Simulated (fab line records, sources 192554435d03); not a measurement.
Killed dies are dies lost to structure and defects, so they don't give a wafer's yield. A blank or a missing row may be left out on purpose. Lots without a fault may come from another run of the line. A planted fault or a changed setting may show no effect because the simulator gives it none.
Chamber matching | flow n5_finfet | N5_HKMG_FIN_ALD_75 on ald_hk-03: 4 sister chambers
The step deposits Al2O3, target thk 1 nm, co reactant pulse time 1 s. 4 wafers are shown with their chamber, then 8 later ones without.

WAFERS WITH THEIR CHAMBER
wafer  | chamber | heater_power_w (W)
L089.6 | 1       | 165
L094.1 | 2       | 155
L094.6 | 0       | 166
L095.1 | 3       | 131

WAFERS WITHOUT THEIR CHAMBER
wafer  | heater_power_w (W)
L095.4 | 170
L095.5 | 152
L097.2 | 135
L097.3 | 166
L097.6 | 167
L096.3 | 162
L096.4 | 150
L096.6 | 162

WHICH CHAMBER EACH WENT THROUGH
wafer  | from the rows above          | in truth
L095.4 | can't be placed: 0 or 1      | 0
L095.5 | 2                            | 2
L097.2 | 3                            | 3
L097.3 | can't be placed: 0 or 1      | 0
L097.6 | can't be placed: 0 or 1      | 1
L096.3 | can't be placed: 1 or 0 or 2 | 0
L096.4 | 2                            | 2
L096.6 | can't be placed: 1 or 0 or 2 | 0
Placed correctly: 3 of 8. Can't be placed from these rows: 5 (the true chamber is among the candidates in 5). Placed wrongly: 0.
How it was worked out, from the rows above alone: a wafer's distance from a chamber is the root of the sum, over the readings, of the square of ((its reading less the chamber's mean) divided by the reading's scatter). The wafer belongs to the nearest chamber; if the next one is less than 2 further off, it can't be placed. A chamber's mean is the mean of its shown wafers. The scatter: with one shown wafer a chamber, the root of the mean of the squares of how far each hidden wafer lies from its nearest shown one.
